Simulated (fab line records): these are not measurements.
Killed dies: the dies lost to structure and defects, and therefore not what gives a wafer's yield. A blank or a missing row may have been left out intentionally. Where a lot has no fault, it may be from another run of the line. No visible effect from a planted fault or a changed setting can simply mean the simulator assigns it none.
fab line records ; flow n5-finfet
record: lots: 6; wafers: 17; last-day: 18
route steps=1938 shown BEOL_M7@1327 BEOL_M8@1332 PASSIVATION@1936
lots with no fault: from the same line, run without faults
start-h: hours from the record's first day to the start of the lot's first wafer shown ; wait-h: hours from the lot's prior step to this one ; " same as the row above ; L1.1+2: one row covering several wafers at once ; - no value, or no start was given ; * or withheld: withheld ; < > ~ a bound
route shown NAME@n: NAME is a module with steps in the file, n the number in the route of the first one ; usual: mean/standard deviation taken from wafers without a fault ; same: alike in all rows ; chamber/n: place in a boat ; sites: readings site by site ; _std_site: standard deviation of those values ; _edge_site: the outer-site mean with the inner-site mean subtracted ; radius-mm: for every site, how far away it sits from the centre of the wafer ; mask NAME#n: copy n ; behind: the tool/chamber that last shaped the wafer ; hold: what put the lot on hold/how long, in hours/how the hold closed ; device: the n, p or np transistor that did not switch ; end of line: tests of these same wafers at the route's end ; where a step has no rows: the recipe by itself ; killed: count of dies lost to structure and defects at first sort (not the wafer's yield) ; map: a wafer's dies, x killed, . not, _ none there
set.NAME: the run value of the setting; set.NAME@STEP: its run value at that earlier step ; model.NAME: the simulator's own value behind a step, which no gauge read
a table for each step, a row for each wafer; lots at some steps of the route
services: a tool's chamber out of use, with start hour (start-h, from the record's first day; less than 0 if before it), hours out, and reason
== steps ==
step: N5_BEOL_M7_THK_MEAS_53
recipe: thk-meas-gauge: xrf; reads: Cu_of_BEOL_M7_ECD_50
usual: M7_THK: 78.8/2.6
lot.wafer;tool;chamber;start-h;wait-h;M7_THK[nm]
L942.2;film-metro-02;-;261.79;-;79.7
L942.3;film-metro-02;-;261.79;-;77.9
L942.6;film-metro-02;-;261.79;-;80.0
L952.3;film-metro-02;-;323.69;-;82.3
L952.5;film-metro-02;-;323.69;-;80.4
L952.6;film-metro-02;-;323.69;-;80.8
L954.3;film-metro-01;-;326.96;-;82.5
L954.4;film-metro-01;-;326.96;-;76.9
L951.1;film-metro-02;-;333.39;-;75.0
L951.3;film-metro-02;-;333.39;-;75.2
L951.5;film-metro-02;-;333.39;-;74.8
L956.2;film-metro-01;-;335.48;-;79.6
L956.3;film-metro-01;-;335.48;-;75.8
L956.6;film-metro-01;-;335.48;-;76.6
L957.2;film-metro-01;-;351.85;-;81.2
L957.4;film-metro-01;-;351.85;-;74.0
L957.6;film-metro-01;-;351.85;-;76.1
step: N5_BEOL_M7_PRE_CLEAN_55
recipe: gas: NH3; time-s: 15; temp-c: withheld; rf-power-w: 300
step: N5_BEOL_M7_DEP_56
recipe: material: SiCN; target-thk-a: 100; temp-c: withheld; precursor: 3MS/NH3; pressure-torr: 3; rf-w: 202; time-s: 17.5
step: N5_BEOL_M7_RS_MEAS_57
recipe: thk-meas-gauge: four-point-probe; reads: Cu_of_BEOL_M7_ECD_50+Co_of_BEOL_M7_CVD_78+TaN_of_BEOL_M7_ALD_77
usual: M7_RS: 0.289/0.011
lot.wafer;tool;chamber;start-h;wait-h;M7_RS[ohm/sq]
L942.2;film-metro-01;-;261.92;0.1;0.283
L942.3;film-metro-01;-;261.92;0.1;0.292
L942.6;film-metro-01;-;261.92;0.1;0.282
L952.3;film-metro-01;-;323.82;0.1;0.273
L952.5;film-metro-01;-;323.82;0.1;0.280
L952.6;film-metro-01;-;323.82;0.1;0.279
L954.3;film-metro-01;-;327.09;0.1;0.273
L954.4;film-metro-01;-;327.09;0.1;0.296
L951.1;film-metro-01;-;333.58;0.1;0.305
L951.3;film-metro-01;-;333.58;0.1;0.304
L951.5;film-metro-01;-;333.58;0.1;0.307
L956.2;film-metro-01;-;335.61;0.1;0.283
L956.3;film-metro-01;-;335.61;0.1;0.300
L956.6;film-metro-01;-;335.61;0.1;0.297
L957.2;film-metro-01;-;351.99;0.1;0.277
L957.4;film-metro-01;-;351.99;0.1;0.309
L957.6;film-metro-01;-;351.99;0.1;0.302
step: N5_BEOL_M7_INSPECT_58
recipe: inspect-instrument: darkfield; mode: post-dep
usual: raw-defect-count: 70/23
lot.wafer;tool;chamber;start-h;wait-h;raw-defect-count
L942.2;defect-inspect-02;-;261.95;0.0;59
L942.3;defect-inspect-02;-;261.95;0.0;67
L942.6;defect-inspect-02;-;261.95;0.0;75
L952.3;defect-inspect-01;-;323.85;0.0;45
L952.5;defect-inspect-01;-;323.85;0.0;58
L952.6;defect-inspect-01;-;323.85;0.0;88
L954.3;defect-inspect-01;-;327.11;0.0;40
L954.4;defect-inspect-01;-;327.11;0.0;42
L951.1;defect-inspect-02;-;333.60;0.0;106
L951.3;defect-inspect-02;-;333.60;0.0;91
L951.5;defect-inspect-02;-;333.60;0.0;94
L956.2;defect-inspect-02;-;335.64;0.0;25
L956.3;defect-inspect-02;-;335.64;0.0;59
L956.6;defect-inspect-02;-;335.64;0.0;26
L957.2;defect-inspect-01;-;352.01;0.0;112
L957.4;defect-inspect-01;-;352.01;0.0;94
L957.6;defect-inspect-01;-;352.01;0.0;50
step: N5_BEOL_M8_ILD_DEP_00
recipe: material: SiCOH_lowk; target-thk-a: 1797.5; temp-c: 300; precursor: DEMS/porogen; pressure-torr: 5; rf-w: 500; time-s: 33.4
usual: chamber-pressure-Torr: 5.000/0.012; heater-power-w: 365/68; showerhead-plenum-p-Torr: 5.743/0.021; susceptor-temp-C: 300.00/0.2; throttle-valve-pct: 14.5/1.4
lot.wafer;tool;chamber;start-h;wait-h;chamber-pressure-Torr;heater-power-w;showerhead-plenum-p-Torr;susceptor-temp-C;throttle-valve-pct
L942.2;pecvd-04;0;261.99;0.0;4.997;328;5.770;299.99;14.3
L942.3;pecvd-04;1;261.99;0.0;5.004;327;5.751;300.11;17.2
L942.6;pecvd-04;2;261.99;0.0;5.005;374;5.705;299.83;13.5
L952.3;pecvd-03;2;323.90;0.1;5.016;519;5.730;299.98;13.9
L952.5;pecvd-03;2;323.90;0.1;5.027;418;5.726;299.67;13.8
L952.6;pecvd-03;1;323.90;0.1;5.010;335;5.724;299.90;13.4
L954.3;pecvd-03;2;327.17;0.1;5.006;468;5.719;299.91;13.9
L954.4;pecvd-03;1;327.17;0.1;5.001;309;5.760;300.28;13.2
L951.1;pecvd-03;1;333.64;0.0;4.984;312;5.758;299.72;13.2
L951.3;pecvd-03;2;333.64;0.0;5.001;486;5.723;300.06;14.0
L951.5;pecvd-03;2;333.64;0.0;4.998;512;5.729;299.51;13.8
L956.2;pecvd-04;1;335.67;0.0;5.012;293;5.732;300.21;17.0
L956.3;pecvd-04;2;335.67;0.0;4.998;349;5.729;299.96;13.7
L956.6;pecvd-04;1;335.67;0.0;5.005;295;5.743;300.07;16.8
L957.2;pecvd-03;2;352.05;0.0;5.000;467;5.718;299.91;13.8
L957.4;pecvd-03;1;352.05;0.0;4.993;302;5.758;299.80;13.4
L957.6;pecvd-03;0;352.05;0.0;5.019;423;5.766;299.78;16.1
step: N5_BEOL_M8_CURE_74
recipe: temp-c: 385; time-s: 240; ambient: He/Ar; material: SiCOH_lowk
usual: lamp-power-pct: 52.31/0.056; wafer_temp_C_max: 386.6/0.62
lot.wafer;tool;chamber;start-h;wait-h;lamp-power-pct;wafer_temp_C_max
L942.2;uv-cure-02;1;262.13;0.1;52.32;386.7
L942.3;uv-cure-02;1;262.13;0.1;52.39;386.8
L942.6;uv-cure-02;1;262.13;0.1;52.28;387.1
L952.3;uv-cure-03;1;324.13;0.2;52.30;386.4
L952.5;uv-cure-03;1;324.13;0.2;52.34;386.7
L952.6;uv-cure-03;1;324.13;0.2;52.28;386.9
L954.3;uv-cure-02;1;327.39;0.2;52.30;386.3
L954.4;uv-cure-02;1;327.39;0.2;52.34;386.5
L951.1;uv-cure-03;1;333.77;0.1;52.34;386.8
L951.3;uv-cure-03;1;333.77;0.1;52.25;386.9
L951.5;uv-cure-03;1;333.77;0.1;52.32;386.9
L956.2;uv-cure-02;1;335.82;0.1;52.27;385.7
L956.3;uv-cure-02;1;335.82;0.1;52.28;386.1
L956.6;uv-cure-02;1;335.82;0.1;52.29;386.3
L957.2;uv-cure-03;1;352.42;0.3;52.25;386.3
L957.4;uv-cure-03;1;352.42;0.3;52.33;387.0
L957.6;uv-cure-03;1;352.42;0.3;52.31;387.4
step: N5_BEOL_M8_THK_MEAS_01
recipe: reads: SiCOH_lowk_of_BEOL_M8_ILD_DEP_00
usual: M8_ILD_THK: 156.1/2.5
lot.wafer;tool;chamber;start-h;wait-h;M8_ILD_THK[nm]
L942.2;film-metro-01;-;262.56;0.4;155.9
L942.3;film-metro-01;-;262.56;0.4;154.0
L942.6;film-metro-01;-;262.56;0.4;161.5
L952.3;film-metro-02;-;324.48;0.3;157.4
L952.5;film-metro-02;-;324.48;0.3;158.9
L952.6;film-metro-02;-;324.48;0.3;158.3
L954.3;film-metro-01;-;327.75;0.3;157.5
L954.4;film-metro-01;-;327.75;0.3;156.1
L951.1;film-metro-02;-;334.28;0.4;156.6
L951.3;film-metro-02;-;334.28;0.4;158.1
L951.5;film-metro-02;-;334.28;0.4;157.5
L956.2;film-metro-01;-;336.25;0.4;153.3
L956.3;film-metro-01;-;336.25;0.4;155.7
L956.6;film-metro-01;-;336.25;0.4;154.8
L957.2;film-metro-02;-;352.85;0.4;156.5
L957.4;film-metro-02;-;352.85;0.4;157.0
L957.6;film-metro-02;-;352.85;0.4;156.1
step: N5_BEOL_M8_PECVD_70
recipe: material: SiO2; target-thk-a: 200; temp-c: 400; precursor: TEOS/O2; pressure-torr: 5.5; rf-w: 450; teos-flow-sccm: 53.8; gas: O2; flow-sccm: 3000; time-s: 22.7
usual: chamber-pressure-Torr: 5.500/0.012; heater-power-w: 819/110; showerhead-plenum-p-Torr: 8.81/0.08; susceptor-temp-C: 400.01/0.23; throttle-valve-pct: 22.9/2
lot.wafer;tool;chamber;start-h;wait-h;chamber-pressure-Torr;heater-power-w;showerhead-plenum-p-Torr;susceptor-temp-C;throttle-valve-pct
L942.2;pecvd-02;1;262.60;0.0;5.479;852;8.76;399.87;23.2
L942.3;pecvd-02;0;262.60;0.0;5.493;785;8.87;400.13;22.6
L942.6;pecvd-02;1;262.60;0.0;5.499;861;8.79;400.03;23.3
L952.3;pecvd-02;0;324.54;0.1;5.489;989;8.87;400.07;22.8
L952.5;pecvd-02;0;324.54;0.1;5.497;962;8.85;400.08;22.7
L952.6;pecvd-02;2;324.54;0.1;5.494;870;8.83;400.03;19.9
L954.3;pecvd-02;1;327.78;0.0;5.495;841;8.78;399.88;23.3
L954.4;pecvd-02;2;327.78;0.0;5.491;944;8.82;400.01;20.1
L951.1;pecvd-04;0;334.32;0.0;5.502;688;8.91;400.15;23.0
L951.3;pecvd-04;1;334.32;0.0;5.492;747;8.81;400.30;27.3
L951.5;pecvd-04;1;334.32;0.0;5.498;732;8.77;400.02;27.4
L956.2;pecvd-04;2;336.29;0.0;5.526;847;8.71;400.11;22.2
L956.3;pecvd-04;1;336.29;0.0;5.503;658;8.82;400.11;27.2
L956.6;pecvd-04;1;336.29;0.0;5.501;688;8.79;400.06;27.5
L957.2;pecvd-03;1;352.89;0.0;5.533;736;8.84;399.90;21.3
L957.4;pecvd-03;1;352.89;0.0;5.502;727;8.85;399.97;21.5
L957.6;pecvd-03;0;352.89;0.0;5.503;888;8.87;400.10;26.0
step: N5_BEOL_M8_HM_DEP_02
recipe: material: TiN; target-thk-a: 200; temp-c: 25; chamber-pressure-pa: 0.49996
usual: chamber-pressure-pa: 0.5000/0.00097; susceptor-temp-C: 25.01/0.1; throttle-valve-pct: 29.6/0.84
lot.wafer;tool;chamber;start-h;wait-h;chamber-pressure-pa;susceptor-temp-C;throttle-valve-pct
L942.2;pvd-sputter-03;-;262.88;0.3;0.4985;25.05;31.2
L942.3;pvd-sputter-03;-;262.88;0.3;0.5001;25.11;29.4
L942.6;pvd-sputter-03;-;262.88;0.3;0.4993;25.06;28.9
L952.3;pvd-sputter-03;-;325.59;1.0;0.5002;25.01;28.5
L952.5;pvd-sputter-03;-;325.59;1.0;0.5005;25.01;31.1
L952.6;pvd-sputter-03;-;325.59;1.0;0.5003;24.96;28.6
L954.3;pvd-sputter-03;-;328.97;1.2;0.4990;25.00;29.2
L954.4;pvd-sputter-03;-;328.97;1.2;0.5007;24.90;29.7
L951.1;pvd-sputter-02;-;335.06;0.7;0.5005;25.19;29.4
L951.3;pvd-sputter-02;-;335.06;0.7;0.4987;24.88;30.3
L951.5;pvd-sputter-02;-;335.06;0.7;0.4994;24.97;30.5
L956.2;pvd-sputter-02;-;337.88;1.6;0.5005;24.97;29.1
L956.3;pvd-sputter-02;-;337.88;1.6;0.5003;24.91;30.4
L956.6;pvd-sputter-02;-;337.88;1.6;0.5000;25.26;29.2
L957.2;pvd-sputter-02;-;354.98;2.1;0.5002;24.98;30.6
L957.4;pvd-sputter-02;-;354.98;2.1;0.4983;24.99;29.5
L957.6;pvd-sputter-02;-;354.98;2.1;0.4990;25.08;29.8
step: N5_BEOL_M8_COAT_59
recipe: resist: SOC; temp-c: 250; time-s: 60; spin-rpm: 1500; resist-thk-nm: 100
step: N5_BEOL_M8_COAT_60
recipe: resist: SiARC; temp-c: 220; time-s: 60; spin-rpm: 1500; resist-thk-nm: 35
step: N5_BEOL_M8_COAT_05
recipe: resist: CAR-ArF; spin-rpm: 1500; resist-thk-nm: 90
usual: exhaust-pa: 45.1/0.88; spin-speed-rpm: 1500.0/0.95
lot.wafer;tool;chamber;start-h;wait-h;exhaust-pa;spin-speed-rpm;model.CAR-ArF_of_BEOL_M8_COAT_05.thk-nm
L942.2;litho-track-01;0;263.01;-;46.2;1499.4;90.2
L942.3;litho-track-01;0;263.01;-;45.6;1499.9;90.4
L942.6;litho-track-01;0;263.01;-;46.1;1501.0;90.4
L952.3;litho-track-01;0;325.72;-;45.2;1425.4;92
L952.5;litho-track-01;0;325.72;-;45.3;1425.1;92.2
L952.6;litho-track-01;0;325.72;-;47.0;1426.3;91.8
L954.3;litho-track-02;0;329.11;-;47.3;1499.1;90
L954.4;litho-track-02;0;329.11;-;46.5;1500.4;90
L951.1;litho-track-01;0;335.19;-;44.1;1425.4;92.2
L951.3;litho-track-01;0;335.19;-;46.2;1425.8;92
L951.5;litho-track-01;0;335.19;-;46.2;1425.5;92.4
L956.2;litho-track-03;0;338.01;-;44.5;1498.6;89.8
L956.3;litho-track-03;0;338.01;-;45.3;1499.0;90
L956.6;litho-track-03;0;338.01;-;45.0;1499.9;90
L957.2;litho-track-03;0;355.11;-;44.7;1499.2;89.8
L957.4;litho-track-03;0;355.11;-;45.0;1497.3;89.8
L957.6;litho-track-03;0;355.11;-;45.9;1497.5;90
step: N5_BEOL_M8_EBR_07
recipe: solvent: PGMEA; ebr-width-mm: 1.5
step: N5_BEOL_M8_SOFTBAKE_06
recipe: temp-c: 110; time-s: 60; resist: CAR-ArF
step: N5_BEOL_M8_EXPOSE_08
recipe: mask-id: M8; na: 1.35; source-shape: dipole; sigma-inner: 0.817; sigma-outer: 0.97; polarization: te; dose-mj: 68.25
step: N5_BEOL_M8_PEB_09
recipe: peb-temp-c: withheld; peb-time-s: 60; resist: CAR-ArF
step: N5_BEOL_M8_DEVELOP_10
recipe: develop-time-s: 30; developer: TMAH; resist: CAR-ArF; rinse-liquid: diw; dry: air-spin; dev-temp-c: 23
step: N5_BEOL_M8_CD_MEAS_11
recipe: target-cd-nm: 38.5; landing-energy-ev: 500; detector: se-inlens; polarity: opening
usual: cd-nm: 38.3/0.55
lot.wafer;tool;chamber;start-h;wait-h;cd-nm
L942.2;cd-sem-03;0;263.38;-;38.4
L942.3;cd-sem-03;0;263.38;-;39.3
L942.6;cd-sem-03;0;263.38;-;38.6
L952.3;cd-sem-03;0;326.09;-;37.6
L952.5;cd-sem-03;0;326.09;-;37.6
L952.6;cd-sem-03;0;326.09;-;38.0
L954.3;cd-sem-03;0;329.49;-;39.4
L954.4;cd-sem-03;0;329.49;-;39.2
L951.1;cd-sem-02;0;335.43;-;38.0
L951.3;cd-sem-02;0;335.43;-;38.0
L951.5;cd-sem-02;0;335.43;-;38.4
L956.2;cd-sem-02;0;338.25;-;37.9
L956.3;cd-sem-02;0;338.25;-;37.7
L956.6;cd-sem-02;0;338.25;-;37.3
L957.2;cd-sem-03;0;355.36;-;38.0
L957.4;cd-sem-03;0;355.36;-;39.3
L957.6;cd-sem-03;0;355.36;-;38.3
step: N5_BEOL_M8_OVL_MEAS_12
recipe: points-per-wafer: 44
usual: M8_OVL: -0.3/0.71
lot.wafer;tool;chamber;start-h;wait-h;M8_OVL[nm]
L942.2;overlay-01;0;263.41;0.0;0.0
L942.3;overlay-01;0;263.41;0.0;0.3
L942.6;overlay-01;0;263.41;0.0;-0.3
L952.3;overlay-01;0;326.12;0.0;0.2
L952.5;overlay-01;0;326.12;0.0;0.0
L952.6;overlay-01;0;326.12;0.0;0.4
L954.3;overlay-02;0;329.51;0.0;-1.3
L954.4;overlay-02;0;329.51;0.0;0.6
L951.1;overlay-02;0;335.46;0.0;0.6
L951.3;overlay-02;0;335.46;0.0;-0.7
L951.5;overlay-02;0;335.46;0.0;-0.5
L956.2;overlay-01;0;338.28;0.0;-0.2
L956.3;overlay-01;0;338.28;0.0;-1.2
L956.6;overlay-01;0;338.28;0.0;-1.4
L957.2;overlay-02;0;355.41;0.1;0.0
L957.4;overlay-02;0;355.41;0.1;-1.2
L957.6;overlay-02;0;355.41;0.1;-1.1
step: N5_BEOL_M8_INSPECT_13
recipe: mode: adi; inspect-instrument: brightfield
usual: raw-defect-count: 425/110
lot.wafer;tool;chamber;start-h;wait-h;raw-defect-count
L942.2;defect-inspect-02;-;263.43;0.0;489
L942.3;defect-inspect-02;-;263.43;0.0;559
L942.6;defect-inspect-02;-;263.43;0.0;462
L952.3;defect-inspect-01;-;326.14;0.0;231
L952.5;defect-inspect-01;-;326.14;0.0;388
L952.6;defect-inspect-01;-;326.14;0.0;453
L954.3;defect-inspect-02;-;329.54;0.0;317
L954.4;defect-inspect-02;-;329.54;0.0;405
L951.1;defect-inspect-02;-;335.49;0.0;573
L951.3;defect-inspect-02;-;335.49;0.0;536
L951.5;defect-inspect-02;-;335.49;0.0;426
L956.2;defect-inspect-02;-;338.31;0.0;264
L956.3;defect-inspect-02;-;338.31;0.0;289
L956.6;defect-inspect-02;-;338.31;0.0;247
L957.2;defect-inspect-01;-;355.44;0.0;376
L957.4;defect-inspect-01;-;355.44;0.0;367
L957.6;defect-inspect-01;-;355.44;0.0;353
step: N5_BEOL_M8_DESCUM_16
recipe: chemistry: O2; time-s: 7.9; source-power-w: 50; bias-power-w: 20; pressure-mtorr: 20; rf-frequency-hz: 2.712e+07; temp-c: 40; resist: CAR-ArF; o2-flow-sccm: 225
step: N5_BEOL_M8_ETCH_61
recipe: chemistry: CF4; target: SiARC; target-depth-a: 455; mask-material: CAR-ArF; time-s: 75.8; ion-energy-ev: 80; pressure-mtorr: 40; source-w: 545; bias-w: 36; Ar_flow_sccm: 100; cf4-flow-sccm: 100; ends: cleared
usual: drypump-motor-current-A: 5.6/0.37; etch-rf-on-time-s: 74.6/2.4; oes-product-au: 0.67/0.071; rf-vpp-V: 183.7/1.2; showerhead-plenum-p-Torr: 2.12/0.079; throttle-valve-pct: 15.65/0.28
lot.wafer;tool;chamber;start-h;wait-h;drypump-motor-current-A;etch-rf-on-time-s;oes-product-au;rf-hours-counter-h;rf-vpp-V;showerhead-plenum-p-Torr;throttle-valve-pct;model.CAR-ArF_of_BEOL_M8_COAT_05.thk-nm
L942.2;rie-diel-01;3;263.50;0.0;5.0;77.7;0.63;169;183.0;2.05;15.77;51.2
L942.3;rie-diel-01;0;263.50;0.0;6.2;73.5;0.85;4;184.8;2.20;15.35;51
L942.6;rie-diel-01;0;263.50;0.0;6.2;73.3;0.83;-;183.7;2.20;15.35;51.2
L952.3;rie-diel-04;1;326.24;0.0;6.1;75.0;0.60;228;182.4;2.05;16.03;53
L952.5;rie-diel-04;1;326.24;0.0;6.1;75.6;0.59;-;182.4;2.05;16.05;53.2
L952.6;rie-diel-04;0;326.24;0.0;5.8;76.4;0.63;-;183.8;2.11;15.27;52.8
L954.3;rie-diel-01;3;329.75;0.0;5.1;77.1;0.61;195;182.8;2.04;15.83;51
L954.4;rie-diel-01;0;329.75;0.0;6.2;72.8;0.77;-;185.1;2.19;15.41;51
L951.1;rie-diel-04;0;335.56;0.0;5.8;76.4;0.62;177;183.9;2.11;15.26;53.2
L951.3;rie-diel-04;3;335.56;0.0;5.5;71.9;0.64;199;182.2;2.04;15.72;52.6
L951.5;rie-diel-04;3;335.56;0.0;5.5;71.7;0.64;-;182.6;2.03;15.69;53.2
L956.2;rie-diel-04;3;338.42;0.0;5.5;71.6;0.64;201;181.1;2.04;15.71;50.6
L956.3;rie-diel-04;2;338.42;0.0;5.7;72.3;0.70;88;184.6;2.18;15.93;50.8
L956.6;rie-diel-04;1;338.42;0.0;6.1;75.2;0.59;-;184.4;2.05;16.05;51
L957.2;rie-diel-05;3;355.78;0.0;5.4;72.4;0.79;37;185.5;2.28;15.23;50.6
L957.4;rie-diel-05;2;355.78;0.0;5.3;75.5;0.76;-;184.8;2.19;15.37;50.6
L957.6;rie-diel-05;1;355.78;0.0;6.1;74.2;0.63;-;183.0;2.11;15.90;50.8
step: N5_BEOL_M8_ETCH_62
recipe: chemistry: N2/H2; target: SOC; target-depth-a: 1100; overetch-a: 220; mask-material: SiARC; temp-c: 40; time-s: 165; ion-energy-ev: 200; pressure-mtorr: 30; source-w: 840; bias-w: 150; n2-flow-sccm: 200; h2-flow-sccm: 200
usual: drypump-motor-current-A: 5.6/0.38; oes-product-au: 0.65/0.065; rf-vpp-V: 522.9/2.8; showerhead-plenum-p-Torr: 2.51/0.093; throttle-valve-pct: 17.81/0.29
lot.wafer;tool;chamber;start-h;wait-h;drypump-motor-current-A;oes-product-au;rf-hours-counter-h;rf-vpp-V;showerhead-plenum-p-Torr;throttle-valve-pct
L942.2;rie-diel-01;3;263.55;0.0;5.1;0.64;169;521.2;2.40;17.77
L942.3;rie-diel-01;0;263.55;0.0;6.2;0.81;4;524.9;2.58;17.42
L942.6;rie-diel-01;0;263.55;0.0;6.3;0.83;-;525.9;2.58;17.45
L952.3;rie-diel-04;1;326.30;0.0;6.2;0.59;228;519.6;2.41;18.14
L952.5;rie-diel-04;1;326.30;0.0;6.2;0.59;-;519.5;2.41;18.14
L952.6;rie-diel-04;0;326.30;0.0;5.8;0.63;-;523.4;2.55;17.63
L954.3;rie-diel-01;3;329.80;0.0;5.0;0.62;195;520.6;2.39;17.81
L954.4;rie-diel-01;0;329.80;0.0;6.3;0.76;-;524.2;2.57;17.49
L951.1;rie-diel-04;0;335.62;0.0;5.8;0.62;177;524.4;2.54;17.66
L951.3;rie-diel-04;3;335.62;0.0;5.5;0.62;199;520.9;2.41;17.82
L951.5;rie-diel-04;3;335.62;0.0;5.5;0.61;-;520.6;2.41;17.82
L956.2;rie-diel-04;3;338.48;0.0;5.5;0.62;201;519.4;2.41;17.82
L956.3;rie-diel-04;2;338.48;0.0;5.6;0.69;88;525.7;2.56;17.97
L956.6;rie-diel-04;1;338.48;0.0;6.2;0.59;-;519.1;2.41;18.16
L957.2;rie-diel-05;3;355.83;0.0;5.5;0.76;37;528.8;2.66;17.10
L957.4;rie-diel-05;2;355.83;0.0;5.3;0.75;-;526.2;2.55;17.31
L957.6;rie-diel-05;1;355.83;0.0;6.2;0.62;-;522.9;2.50;18.08
step: N5_PASSIVATION_PROBE_49
usual: defect-limited-yield: 91.2/1.5; killed_at_M0_to_M3: 36/10; killed_at_M4_up: 14/5.2; killed-at-contacts: 12/6; killed-at-front-end: 37/10; killed-at-other: 4/3.3; killed-dies: 104/18; killed-open: 68/14; killed-short: 34/7.4; sort_bin_5_function: 5.2/1; sort_bin_6_memory: 3.3/0.7; sort_bin_8_speed: 0.01/0.045; sort-n-pass: 1076/18; sort-yield-pct: 91.2/1.5
same: gross-dies: 1180; killed-at-back-side: 0; sort_bin_4_leakage[%]: 0
lot.wafer;tool;chamber;start-h;wait-h;defect-limited-yield[%];killed_at_M0_to_M3;killed_at_M4_up;killed-at-contacts;killed-at-front-end;killed-at-other;killed-dies;killed-open;killed-short;sort_bin_5_function[%];sort_bin_6_memory[%];sort_bin_8_speed[%];sort-n-pass;sort-yield-pct[%]
L942.2;prober-01;-;337.25;0.1;92.2;37;11;9;34;1;92;55;37;4.8;2.7;0;1088;92.2
L942.3;prober-01;-;337.30;0.1;92.6;30;12;2;41;2;87;62;25;4.5;2.7;0;1093;92.6
L942.6;prober-01;-;337.45;0.3;92.5;29;15;5;31;8;88;55;27;4.9;2.3;0;1092;92.5
killed by level:class
L942.2 FIN_SAQP:geometric-particle:short=12 BEOL_M1:geometric-particle:open=11 MOL_CONTACT_COAG:geometric-particle:open=7 STI_FIN_REVEAL:geometric-particle:open=6 BEOL_M2:geometric-particle:open=6 BEOL_M4:geometric-particle:open=6 BEOL_M0_SAQP:geometric-particle:short=5 FIN_SAQP:geometric-particle:open=4
L942.3 STI_FIN_REVEAL:geometric-particle:open=12 BEOL_M2:geometric-particle:open=11 FIN_SAQP:geometric-particle:short=9 FIN_SAQP:geometric-particle:open=5 GATE_CUT:geometric-particle:short=5 BEOL_M1:geometric-particle:open=5 BEOL_M2:geometric-particle:short=4 BEOL_M0:geometric-particle:open=3
L942.6 BEOL_M1:geometric-particle:open=10 STI_FIN_REVEAL:geometric-particle:open=8 FIN_SAQP:geometric-particle:open=7 MOL_CONTACT_COAG:geometric-particle:open=5 BEOL_M1:geometric-particle:short=5 PASSIVATION:area-etch=5 BEOL_M2:geometric-particle:open=4 BEOL_M4:geometric-particle:open=4
== services ==
tool;chamber;start-h;hours;kind
pecvd-04;2;238.72;5.5;scheduled-down
rie-diel-05;3;240.08;-;clean
rie-diel-05;3;240.08;-;consumable-replace:focus-ring
rie-diel-05;3;240.08;-;consumable-replace:showerhead
rie-diel-05;3;240.08;25.9;scheduled-down
rie-diel-05;3;240.08;25.9;vent-cycle
pecvd-04;1;247.44;2.1;scheduled-down
pecvd-03;-;255.03;14.6;pm
rie-diel-04;0;268.44;10.6;repair
rie-diel-05;2;269.41;-;clean
rie-diel-05;2;269.41;-;consumable-replace:focus-ring
pecvd-02;-;270.32;28.1;pm
rie-diel-04;3;273.77;2.0;repair
pecvd-03;0;280.98;5.5;scheduled-down
rie-diel-05;1;286.76;30.4;repair
pecvd-03;0;307.10;28.4;repair
rie-diel-01;1;313.20;6.2;repair
uv-cure-03;-;316.49;1.0;pm
rie-diel-01;2;319.40;-;clean
rie-diel-01;2;319.40;-;consumable-replace:focus-ring
rie-diel-01;2;319.40;19.2;scheduled-down
rie-diel-01;2;319.40;19.2;vent-cycle
pecvd-02;1;319.53;5.5;scheduled-down
rie-diel-01;-;351.84;15.6;pm
== key ==
first-sign: step: N5_BEOL_M8_COAT_05; reading: spin-speed-rpm; direction: down; sigmas: 79; usual: *; struck: *
effect none on later readings
model-effect: step: N5_BEOL_M8_COAT_05; value: CAR-ArF_of_BEOL_M8_COAT_05.thk-nm; without: 89.73; struck: 92.1
model-effect: step: N5_BEOL_M8_ETCH_61; value: CAR-ArF_of_BEOL_M8_COAT_05.thk-nm; without: 50.67; struck: 53
met-at N5_BEOL_M8_COAT_05
struck-wafers L951.1,L951.3,L951.5,L952.3,L952.5,L952.6
onset-between 263.01 325.72
fault: kind: process-parameter-drift; tool: litho-track-01; chamber: -; onset-h: 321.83; steps: N5_BEOL_M8_COAT_05; channel: spin-rpm; offset: *; shape: step; end-h: 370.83; acts-in: *; stated: *
